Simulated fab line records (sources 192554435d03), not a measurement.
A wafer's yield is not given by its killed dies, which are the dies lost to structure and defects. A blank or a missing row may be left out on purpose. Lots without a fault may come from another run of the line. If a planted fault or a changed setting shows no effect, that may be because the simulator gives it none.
fab line records	flow n5Finfet
record: lots: 7	wafers: 21
route steps=1938 shown BEOL_M5@1115 BEOL_M6@1212 BEOL_M8@1342
startH: the number of hours between the record's first day and the start of the first shown wafer of the lot	waitH: hours elapsed since this lot's preceding step	" same as the row above	L1.1+2: a single row standing in for several wafers	- value missing, or start not given	* or withheld: withheld	< > ~ a bound
route shown NAME@n: NAME is a module with steps in the file, n the number in the route of the first one	usual: the fault-free wafers' mean and standard deviation	same: alike in all rows	chamber/n: place in a boat	sites: the reading at each site	_std_site: the standard deviation of these	_edge_site: mean of outer sites minus mean of inner sites	radiusMm: how far each site lies from the wafer's centre	mask NAME#n: copy n	behind: the last tool/chamber to shape the wafer	hold: cause of the lot's hold/its duration in hours/its outcome	device: which transistor (n, p or np) failed to switch	end of line: the same wafers' tests at the end of the route	a step given without rows: its recipe and nothing more	killed: dies lost to structure and defects at the first sort, not the wafer's yield	map: the dies of a wafer, with x for killed, . for not killed, _ for no die there
set.NAME: the setting the step ran with; set.NAME@STEP: the setting that earlier step ran with	model.NAME: the simulator's own value behind a step, which no gauge read
lots with deliberately changed settings; one table per step, one row per wafer
== steps ==
step: N5_BEOL_M5_PECVD_70
recipe: material: SiO2	targetThkA: 160	tempC: 400	precursor: TEOS/O2	pressureTorr: 5.5	rfW: 450	teosFlowSccm: 53.8	gas: O2	flowSccm: 3000	timeS: 18
lot.wafer	tool	chamber	startH	waitH	set.tempC	model.SiO2_of_BEOL_M5_PECVD_70.thkNm
L076.2	pecvd-03	2	181.57	0.0	400	15.8
L076.4+6	"	1,0	"	"	400	16
L078.1	pecvd-03	2	193.69	0.0	400	16.2
L078.2	"	0	"	"	400	15.8
L078.6	"	1	"	"	412	15
L082.3	pecvd-03	2	211.90	0.0	387.3	17.6
L082.4+5	"	0,2	"	"	400	16.2
L083.1	pecvd-02	1	214.82	0.0	400	15.8
L083.2+5	"	1	"	"	400	16.2
L089.2	pecvd-02	0	251.26	0.0	400	15.8
L089.3	"	2	"	"	400	15.6
L089.4	"	2	"	"	394.2	16.6
L092.1+2	pecvd-03	2,0	296.46	0.0	400	15.8
L092.4	"	2	"	"	400	16.4
L096.1	pecvd-01	1	318.08	0.0	410.9	14.6
L096.2	"	0	"	"	400	15.8
L096.3	"	2	"	"	400	16.2
step: N5_BEOL_M5_HM_DEP_02
recipe: material: TiN	targetThkA: 200	tempC: 25	chamberPressurePa: 0.49996
step: N5_BEOL_M5_COAT_59
recipe: resist: SOC	tempC: 250	timeS: 60	spinRpm: 1500	resistThkNm: 60
step: N5_BEOL_M5_STRIP_91
recipe: chemistry: N2/H2	timeS: 10	powerW: 450	tempC: 40	pressureMtorr: 20	rfFrequencyHz: 6e+07	biasPowerW: 7	n2FlowSccm: 200	h2FlowSccm: 200
step: N5_BEOL_M5_HM_STRIP_39
recipe: chemistry: peroxideTinStrip	material: TiN	targetDepthA: 250	tempC: 50	timeS: 158
lot.wafer	tool	chamber	startH	waitH	set.tempC@BEOL_M5_PECVD_70	model.SiO2_of_BEOL_M5_PECVD_70.thkNm
L076.2+4+6	wetBench-05	2,3,6	184.82	0.0	400	15.8
L078.1	wetBench-03	2	196.58	0.0	400	16
L078.2	"	6	"	"	400	15.6
L078.6	"	3	"	"	412	15
L082.3	wetBench-02	1	215.73	0.0	387.3	17.4
L082.4	"	6	"	"	400	16
L082.5	"	7	"	"	400	16.2
L083.1	wetBench-03	5	221.63	0.0	400	15.6
L083.2+5	"	6,0	"	"	400	16
L089.2	wetBench-03	0	253.43	0.0	400	15.6
L089.3	"	2	"	"	400	15.4
L089.4	"	1	"	"	394.2	16.4
L092.1+2	wetBench-05	0,3	299.80	0.0	400	15.6
L092.4	"	1	"	"	400	16.2
L096.1	wetBench-03	3	324.46	0.0	410.9	14.4
L096.2	"	6	"	"	400	15.8
L096.3	"	4	"	"	400	16.2
step: N5_BEOL_M6_ETCH_62
recipe: chemistry: N2/H2	target: SOC	targetDepthA: 1100	overetchA: 220	maskMaterial: SiARC	tempC: 40	timeS: 165	ionEnergyEv: 200	pressureMtorr: 30	sourceW: 840	biasW: 150	n2FlowSccm: 200	h2FlowSccm: 200
lot.wafer	tool	chamber	startH	waitH	set.timeS	model.SiARC_of_BEOL_M6_COAT_60.thkNm
L076.2	rieDiel-05	0	194.72	0.0	165	28.6
L076.4+6	"	1	"	"	165	29
L078.1	rieDiel-01	1	205.80	0.0	165	27.8
L078.2+6	"	0	"	"	165	28.4
L082.3+5	rieDiel-05	3	225.14	0.0	165	28.6
L082.4	"	1	"	"	165	29
L083.1	rieDiel-05	3	231.96	0.0	144.8	29.2
L083.2	"	1	"	"	144.8	29.6
L083.5	"	2	"	"	165	28.2
L089.2	rieDiel-01	3	265.71	0.0	130.8	29.8
L089.3	"	2	"	"	165	28.2
L089.4	"	0	"	"	165	28.4
L092.1	rieDiel-01	2	310.82	0.0	165	28.2
L092.2+4	"	0,3	"	"	165	28.6
L096.1+2	rieDiel-01	3,0	333.92	0.0	185.6	27.8
L096.3	"	1	"	"	185.6	27.4
step: N5_BEOL_M6_TRENCH_ETCH_37
recipe: chemistry: C4F6/O2	targetDepthA: 944.35	target: SiCOH_lowk	timeS: 31.5	ionEnergyEv: 250	pressureMtorr: 30	sourceW: 345	biasW: 185	Ar_flow_sccm: 300	C4F6_flow_sccm: 10	O2_flow_sccm: 10
usual: rfVppV: 666/14
lot.wafer	tool	chamber	startH	waitH	set.biasW	rfVppV	model.BEOL_M6.featureDepthNm	model.etch.depthNm
L076.2	rieDiel-01	2	-	-	193.6	705	95.8	95.85
L076.4	"	0	"	"	193.6	700	94.8	94.83
L076.6	"	0	"	"	185	675	93.6	93.54
L078.1	rieDiel-01	3	-	-	185	656	94	94.03
L078.2	"	2	"	"	205.3	740	97.4	97.37
L078.6	"	0	"	"	185	676	93	93.07
L082.3	rieDiel-03	3	-	-	185	666	92.4	92.43
L082.4	"	3	"	"	161.9	600	88	88.05
L082.5	"	0	"	"	161.9	605	88	88.03
L083.1	rieDiel-05	1	-	-	185	651	89.2	89.15
L083.2	"	2	"	"	185	681	91.8	91.7
L083.5	"	2	"	"	199.2	721	94.4	94.31
L089.2	rieDiel-05	1	-	-	185	650	95.8	95.73
L089.3	"	2	"	"	204.8	737	96.4	96.33
L089.4	"	3	"	"	185	642	94	94.01
L092.1	rieDiel-01	3	-	-	185	655	93.6	93.53
L092.2	"	0	"	"	185	675	92.8	92.71
L092.4	"	2	"	"	185	681	94	94.07
L096.1	rieDiel-05	3	-	-	207.3	713	99.8	99.79
L096.2	"	1	"	"	185	651	95	95.06
L096.3	"	0	"	"	207.3	714	101	101
step: N5_BEOL_M6_ETCH_41
recipe: chemistry: CH3F/O2	target: SiCN	targetDepthA: 297	taperDeg: 2	timeS: 52	ionEnergyEv: 120	maskMaterial: TiN	pressureMtorr: 30	sourceW: 395	biasW: 75	Ar_flow_sccm: 150	CH3F_flow_sccm: 30	O2_flow_sccm: 20
step: N5_BEOL_M6_STRIP_80
recipe: chemistry: N2/H2	timeS: 10	powerW: 450	tempC: 40	pressureMtorr: 20	rfFrequencyHz: 6e+07	biasPowerW: 7	n2FlowSccm: 200	h2FlowSccm: 200
step: N5_BEOL_M6_OCD_MEAS_38
usual: trenchDepthNm: 93.7/1.8
lot.wafer	tool	chamber	startH	waitH	set.biasW@BEOL_M6_TRENCH_ETCH_37	trenchDepthNm
L076.2	ocd-01	-	196.07	-	193.6	95.9
L076.4	"	-	"	"	193.6	94.6
L076.6	"	-	"	"	185	93.7
L078.1	ocd-01	-	207.71	-	185	94.1
L078.2	"	-	"	"	205.3	97.2
L078.6	"	-	"	"	185	93.3
L082.3	ocd-01	-	226.50	-	185	92.3
L082.4	"	-	"	"	161.9	87.6
L082.5	"	-	"	"	161.9	87.9
L083.1	ocd-02	-	235.53	-	185	89.3
L083.2	"	-	"	"	185	92.0
L083.5	"	-	"	"	199.2	94.7
L089.2	ocd-01	-	269.41	-	185	93.8
L089.3	"	-	"	"	204.8	96.7
L089.4	"	-	"	"	185	93.7
L092.1	ocd-02	-	312.71	-	185	93.5
L092.2	"	-	"	"	185	92.6
L092.4	"	-	"	"	185	93.9
L096.1	ocd-01	-	335.48	-	207.3	100.1
L096.2	"	-	"	"	185	95.0
L096.3	"	-	"	"	207.3	100.8
step: N5_BEOL_M6_HM_STRIP_39
recipe: chemistry: peroxideTinStrip	material: TiN	targetDepthA: 250	tempC: 50	timeS: 158
step: N5_BEOL_M6_SRD_40
recipe: timeS: 30	tempC: 23	rinseLiquid: diw	dry: ipaMarangoni
step: N5_BEOL_M6_ECD_50
recipe: material: Cu	targetThkA: 3000
step: N5_BEOL_M6_ANNEAL_51
recipe: tempC: 225	timeS: 90	ambient: N2
step: N5_BEOL_M6_CMP_52
recipe: stopOn: SiCOH_lowk	tOverpolishS: 6.9	downForcePsi: 1	platenRpm: 50	clearingPlatenDownForcePsi: 1.5	clearingPlatenRpm: 50	postCmpClean: cuAlkaline	targetThkNm: 80	clearingPlatenPadVelocityMS: 0.99484	padVelocityMS: 0.99484
lot.wafer	tool	chamber	startH	waitH	set.biasW@BEOL_M6_TRENCH_ETCH_37	model.Cu_of_BEOL_M6_ECD_50.thkNm
L076.2	cmp-04	0	198.02	0.2	193.6	82.6
L076.4	"	3	"	"	193.6	80.4
L076.6	"	0	"	"	185	78.8
L078.1	cmp-01	1	210.96	0.3	185	77
L078.2	"	2	"	"	205.3	82.2
L078.6	"	0	"	"	185	78
L082.4	cmp-01	0	228.94	0.1	161.9	75.2
L082.3	"	2	"	"	185	79.8
L082.5	"	1	"	"	161.9	74.2
L083.2	cmp-04	1	237.83	0.2	185	77.2
L083.1	"	2	"	"	185	75.2
L083.5	"	2	"	"	199.2	79.8
L089.2	cmp-01	0	272.92	0.2	185	81.2
L089.3	"	2	"	"	204.8	82.4
L089.4	"	3	"	"	185	80.8
L092.1	cmp-04	3	315.24	0.3	185	77.8
L092.2	"	0	"	"	185	75.6
L092.4	"	1	"	"	185	77.4
L096.1	cmp-04	0	337.74	0.3	207.3	85.4
L096.2	"	2	"	"	185	82.2
L096.3	"	3	"	"	207.3	86.8
step: N5_BEOL_M6_PRE_CLEAN_55
recipe: gas: NH3	timeS: 15	tempC: withheld	rfPowerW: 300
step: N5_BEOL_M6_DEP_56
recipe: material: SiCN	targetThkA: 100	tempC: withheld	precursor: 3MS/NH3	pressureTorr: 3	rfW: 202	timeS: 17.5
step: N5_BEOL_M6_RS_MEAS_57
recipe: thkMeasGauge: four-point-probe	reads: Cu_of_BEOL_M6_ECD_50+Co_of_BEOL_M6_CVD_78+TaN_of_BEOL_M6_ALD_77
usual: M6_RS: 0.288/0.0085
lot.wafer	tool	chamber	startH	waitH	set.biasW@BEOL_M6_TRENCH_ETCH_37	M6_RS[ohm/sq]
L076.2	filmMetro-01	-	198.45	0.1	193.6	0.277
L076.4	"	-	"	"	193.6	0.284
L076.6	"	-	"	"	185	0.291
L078.1	filmMetro-01	-	211.34	0.1	185	0.300
L078.2	"	-	"	"	205.3	0.277
L078.6	"	-	"	"	185	0.296
L082.3	filmMetro-02	-	229.37	0.1	185	0.287
L082.4	"	-	"	"	161.9	0.307
L082.5	"	-	"	"	161.9	0.312
L083.1	filmMetro-02	-	238.25	0.1	185	0.307
L083.2	"	-	"	"	185	0.297
L083.5	"	-	"	"	199.2	0.286
L089.2	filmMetro-01	-	273.35	0.1	185	0.283
L089.3	"	-	"	"	204.8	0.276
L089.4	"	-	"	"	185	0.283
L092.1	filmMetro-02	-	315.66	0.1	185	0.296
L092.2	"	-	"	"	185	0.305
L092.4	"	-	"	"	185	0.298
L096.1	filmMetro-01	-	338.16	0.1	207.3	0.266
L096.2	"	-	"	"	185	0.278
L096.3	"	-	"	"	207.3	0.261
step: N5_BEOL_M8_EXPOSE_08
recipe: maskId: M8	na: 1.35	sourceShape: dipole	sigmaInner: 0.817	sigmaOuter: 0.97	polarization: te	doseMj: 68.25
lot.wafer	tool	chamber	startH	waitH	mask	set.doseMj
L076.2	arfiScanner-03	0	209.89	-	M8#0	65.17
L076.4+6	"	0	"	"	M8#0	68.25
L078.1+2+6	arfiScanner-02	0	221.56	-	M8#0	68.25
L082.3+5	arfiScanner-02	0	238.97	-	M8#0	72.69
L082.4	"	0	"	"	M8#0	68.25
L083.1	arfiScanner-03	0	246.04	-	M8#0	70.25
L083.2+5	"	0	"	"	M8#0	68.25
L089.2	arfiScanner-02	0	285.20	-	M8#0	70.6
L089.3+4	"	0	"	"	M8#0	68.25
L092.1+2+4	arfiScanner-01	0	330.29	-	M8#0	68.25
L096.1+2	arfiScanner-03	0	349.42	-	M8#0	65.09
L096.3	"	0	"	"	M8#0	68.25
step: N5_BEOL_M8_PEB_09
recipe: pebTempC: withheld	pebTimeS: 60	resist: CAR-ArF
step: N5_BEOL_M8_DEVELOP_10
recipe: developTimeS: 30	developer: TMAH	resist: CAR-ArF	rinseLiquid: diw	dry: airSpin	devTempC: 23
step: N5_BEOL_M8_CD_MEAS_11
recipe: targetCdNm: 38.5	landingEnergyEv: 500	detector: seInlens	polarity: opening
usual: cdNm: 38.4/0.65
lot.wafer	tool	chamber	startH	waitH	set.doseMj@BEOL_M8_EXPOSE_08	cdNm
L076.2	cdSem-03	0	210.01	-	65.17	34.9
L076.4	"	0	"	"	68.25	38.0
L076.6	"	0	"	"	68.25	37.2
L078.1	cdSem-01	0	221.69	-	68.25	38.2
L078.2	"	0	"	"	68.25	38.7
L078.6	"	0	"	"	68.25	38.6
L082.3	cdSem-03	0	239.08	-	72.69	42.0
L082.4	"	0	"	"	68.25	38.8
L082.5	"	0	"	"	72.69	41.6
L083.1	cdSem-03	0	246.16	-	70.25	39.3
L083.2	"	0	"	"	68.25	37.7
L083.5	"	0	"	"	68.25	37.8
L089.2	cdSem-02	0	285.33	-	70.6	39.4
L089.3	"	0	"	"	68.25	37.5
L089.4	"	0	"	"	68.25	38.3
L092.1	cdSem-03	0	330.41	-	68.25	38.0
L092.2	"	0	"	"	68.25	37.7
L092.4	"	0	"	"	68.25	37.7
L096.1	cdSem-01	0	349.55	-	65.09	35.5
L096.2	"	0	"	"	65.09	36.3
L096.3	"	0	"	"	68.25	38.7
step: N5_BEOL_M8_DESCUM_16
recipe: chemistry: O2	timeS: 7.9	sourcePowerW: 50	biasPowerW: 20	pressureMtorr: 20	rfFrequencyHz: 2.712e+07	tempC: 40	resist: CAR-ArF	o2FlowSccm: 225
step: N5_BEOL_M8_ETCH_61
recipe: chemistry: CF4	target: SiARC	targetDepthA: 455	maskMaterial: CAR-ArF	timeS: 75.8	ionEnergyEv: 80	pressureMtorr: 40	sourceW: 545	biasW: 36	Ar_flow_sccm: 100	cf4FlowSccm: 100	ends: cleared
lot.wafer	tool	chamber	startH	waitH	set.doseMj@BEOL_M8_EXPOSE_08	model.BEOL_M8.cdOffsetNm
L076.2	rieDiel-05	1	210.18	0.0	65.17	-3
L076.4+6	"	0,2	"	"	68.25	-0.6
L078.1+2+6	rieDiel-05	3,2,1	222.03	0.0	68.25	0.4
L082.3	rieDiel-05	0	239.20	0.0	72.69	3.6
L082.4	"	3	"	"	68.25	0.2
L082.5	"	2	"	"	72.69	3.4
L083.1	rieDiel-01	2	246.46	0.0	70.25	0.8
L083.2	"	0	"	"	68.25	-1
L083.5	"	3	"	"	68.25	-0.4
L089.2	rieDiel-05	3	285.45	0.0	70.6	0.8
L089.3	"	0	"	"	68.25	-0.6
L089.4	"	1	"	"	68.25	0.2
L092.1	rieDiel-01	1	330.54	0.0	68.25	-0.4
L092.2	"	2	"	"	68.25	-0.8
L092.4	"	0	"	"	68.25	-0.6
L096.1	rieDiel-01	2	349.68	0.0	65.09	-2.8
L096.2	"	1	"	"	65.09	-2.2
L096.3	"	3	"	"	68.25	0
step: N5_BEOL_M8_ETCH_62
recipe: chemistry: N2/H2	target: SOC	targetDepthA: 1100	overetchA: 220	maskMaterial: SiARC	tempC: 40	timeS: 165	ionEnergyEv: 200	pressureMtorr: 30	sourceW: 840	biasW: 150	n2FlowSccm: 200	h2FlowSccm: 200
usual: rfVppV: 524.8/2.9
lot.wafer	tool	chamber	startH	waitH	set.biasW	set.doseMj@BEOL_M8_EXPOSE_08	rfVppV	model.SiARC_of_BEOL_M8_COAT_60.thkNm	model.BEOL_M8.cdOffsetNm
L076.2	rieDiel-05	1	210.24	0.0	150	65.17	521.4	28.8	-3.2
L076.4	"	0	"	"	150	68.25	520.2	28.4	-0.8
L076.6	"	2	"	"	150	68.25	525.8	28.4	-0.6
L078.1	rieDiel-05	3	222.09	0.0	172.4	68.25	568.9	27.2	0.4
L078.2	"	2	"	"	150	68.25	526.9	28.2	0.4
L078.6	"	1	"	"	172.4	68.25	570.6	27.6	0.2
L082.3	rieDiel-05	0	239.26	0.0	173.5	72.69	578.6	27.2	3.8
L082.4	"	3	"	"	173.5	68.25	569.8	27.4	0.6
L082.5	"	2	"	"	150	72.69	526.7	28.6	3.4
L083.1	rieDiel-01	2	246.51	0.0	150	70.25	526.5	28.2	0.6
L083.2	"	0	"	"	150	68.25	526.8	28.6	-1
L083.5	"	3	"	"	142.6	68.25	514.0	29	-0.4
L089.2	rieDiel-05	3	285.50	0.0	150	70.6	520.1	28.4	0.6
L089.3	"	0	"	"	150	68.25	527.8	28.2	-1
L089.4	"	1	"	"	139.1	68.25	496.7	29	0
L092.1	rieDiel-01	1	330.59	0.0	150	68.25	523.9	28.2	-0.6
L092.2	"	2	"	"	150	68.25	524.9	28.4	-0.8
L092.4	"	0	"	"	150	68.25	525.9	28.6	-0.8
L096.1	rieDiel-01	2	349.73	0.0	150	65.09	526.0	28.2	-2.8
L096.2	"	1	"	"	150	65.09	524.0	28.2	-2.2
L096.3	"	3	"	"	150	68.25	527.4	28.6	-0.2
step: N5_BEOL_M8_STRIP_68
recipe: chemistry: N2/H2	tempC: 40	n2FlowSccm: 200	h2FlowSccm: 200	rfFrequencyHz: 6e+07
step: N5_BEOL_M8_STRIP_67
recipe: chemistry: CF4	resist: SiARC	powerW: 300	biasPowerW: 75	pressureMtorr: 50	cf4FlowSccm: 150	rfFrequencyHz: 6e+07
step: N5_BEOL_M8_HM_OPEN_17
recipe: chemistry: Cl2/BCl3	targetDepthA: 200	overetchA: 60	target: TiN	maskMaterial: SOC	ionEnergyEv: 150	pressureMtorr: 10	icpW: 1000	biasW: 126	Cl2_flow_sccm: 53.25	bcl3FlowSccm: 21.75	Ar_flow_sccm: 25
step: N5_BEOL_M8_STRIP_19
recipe: chemistry: O2	powerW: 400	tempC: 40	pressureMtorr: 30	rfFrequencyHz: 6e+07	biasPowerW: 0	overashFraction: 0.2	o2FlowSccm: 225
step: N5_BEOL_M8_CD_MEAS_18
recipe: pitchNm: 80	targetCdNm: 40
usual: cdNm: 40.0/0.71
lot.wafer	tool	chamber	startH	waitH	set.doseMj@BEOL_M8_EXPOSE_08	cdNm
L076.2	cdSem-02	-	210.69	0.1	65.17	36.8
L076.4	"	-	"	"	68.25	38.7
L076.6	"	-	"	"	68.25	39.5
L078.1	cdSem-03	-	222.46	0.0	68.25	40.4
L078.2	"	-	"	"	68.25	40.2
L078.6	"	-	"	"	68.25	40.2
L082.3	cdSem-02	-	239.63	0.1	72.69	44.2
L082.4	"	-	"	"	68.25	40.6
L082.5	"	-	"	"	72.69	43.7
L083.1	cdSem-03	-	246.88	0.0	70.25	40.4
L083.2	"	-	"	"	68.25	38.8
L083.5	"	-	"	"	68.25	39.5
L089.2	cdSem-01	-	285.87	0.1	70.6	40.2
L089.3	"	-	"	"	68.25	39.2
L089.4	"	-	"	"	68.25	39.8
L092.1	cdSem-02	-	330.96	0.0	68.25	39.7
L092.2	"	-	"	"	68.25	39.1
L092.4	"	-	"	"	68.25	38.9
L096.1	cdSem-03	-	350.10	0.0	65.09	37.2
L096.2	"	-	"	"	65.09	38.0
L096.3	"	-	"	"	68.25	40.0
== key ==
split: step: N5_BEOL_M5_PECVD_70	setting: tempC	stated: 400	by: wafer
response: step: N5_BEOL_M5_PECVD_70	reading: model.SiO2_of_BEOL_M5_PECVD_70.thkNm	change: -0.439	per: 1%	r: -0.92
response: step: N5_BEOL_M5_HM_STRIP_39	reading: model.SiO2_of_BEOL_M5_PECVD_70.thkNm	change: -0.426	per: 1%	r: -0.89
split: step: N5_BEOL_M6_ETCH_62	setting: timeS	stated: 165	by: wafer
response: step: N5_BEOL_M6_ETCH_62	reading: model.SiARC_of_BEOL_M6_COAT_60.thkNm	change: -0.079	per: 1%	r: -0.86
split: step: N5_BEOL_M6_TRENCH_ETCH_37	setting: biasW	stated: 185	by: wafer
response: step: N5_BEOL_M6_TRENCH_ETCH_37	reading: rfVppV	change: +6.31	per: 1%	r: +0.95
response: step: N5_BEOL_M6_TRENCH_ETCH_37	reading: model.BEOL_M6.featureDepthNm	change: +0.351	per: 1%	r: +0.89
response: step: N5_BEOL_M6_TRENCH_ETCH_37	reading: model.etch.depthNm	change: +0.348	per: 1%	r: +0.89
response: step: N5_BEOL_M6_OCD_MEAS_38	reading: trenchDepthNm	change: +0.375	per: 1%	r: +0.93
response: step: N5_BEOL_M6_CMP_52	reading: model.Cu_of_BEOL_M6_ECD_50.thkNm	change: +0.353	per: 1%	r: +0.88
response: step: N5_BEOL_M6_RS_MEAS_57	reading: M6_RS	change: -0.0015	per: 1%	r: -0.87
split: step: N5_BEOL_M8_EXPOSE_08	setting: doseMj	stated: 68.25	by: wafer
response: step: N5_BEOL_M8_CD_MEAS_11	reading: cdNm	change: +0.521	per: 1%	r: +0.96
response: step: N5_BEOL_M8_ETCH_61	reading: model.BEOL_M8.cdOffsetNm	change: +0.495	per: 1%	r: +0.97
response: step: N5_BEOL_M8_ETCH_62	reading: model.BEOL_M8.cdOffsetNm	change: +0.469	per: 1%	r: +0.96
response: step: N5_BEOL_M8_CD_MEAS_18	reading: cdNm	change: +0.476	per: 1%	r: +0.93
split: step: N5_BEOL_M8_ETCH_62	setting: biasW	stated: 150	by: wafer
response: step: N5_BEOL_M8_ETCH_62	reading: rfVppV	change: +3.01	per: 1%	r: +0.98
response: step: N5_BEOL_M8_ETCH_62	reading: model.SiARC_of_BEOL_M8_COAT_60.thkNm	change: -0.074	per: 1%	r: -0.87
